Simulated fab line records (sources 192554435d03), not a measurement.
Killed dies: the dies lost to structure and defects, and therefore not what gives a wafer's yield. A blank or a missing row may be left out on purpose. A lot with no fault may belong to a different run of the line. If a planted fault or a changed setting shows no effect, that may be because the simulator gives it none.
Chamber matching    flow n5-finfet    N5_BEOL_M0_SAQP_SPACER1_ALD_98 on ald-sin-03: 4 sister chambers
The step deposits SiO2, target thk 12.8 nm, pulse time 1 s, purge time 2 s. 4 wafers are shown with their chamber, then 7 later ones without.

== WAFERS WITH THEIR CHAMBER ==
wafer   chamber  heater-power-w (W)
L535.2  1        496
L535.6  0        458
L536.1  2        459
L536.4  3        513

== WAFERS WHOSE CHAMBER IS MISSING ==
wafer   heater-power-w (W)
L536.5  456
L537.1  435
L537.3  509
L537.6  509
L549.3  508
L549.5  502
L549.6  431

== CHAMBER TAKEN BY EACH ==
wafer   from the rows above      in truth
L536.5  can't be placed: 0 or 2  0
L537.1  can't be placed: 0 or 2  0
L537.3  can't be placed: 3 or 1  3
L537.6  can't be placed: 3 or 1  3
L549.3  can't be placed: 3 or 1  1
L549.5  can't be placed: 1 or 3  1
L549.6  can't be placed: 0 or 2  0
Placed correctly: 0 of 7. Can't be placed from these rows: 7 (the true chamber is among the candidates in 7). 0 placed wrongly.
How it was worked out, from the rows above alone: a wafer's distance from a chamber is the root of the sum, over the readings, of the square of ((its reading less the chamber's mean) divided by the reading's scatter). The wafer belongs to the nearest chamber; if the next one is less than 2 further off, it can't be placed. A chamber's mean is the mean of its shown wafers. The scatter: root of mean squared gap, hidden wafer to nearest shown wafer, with one shown wafer a chamber.
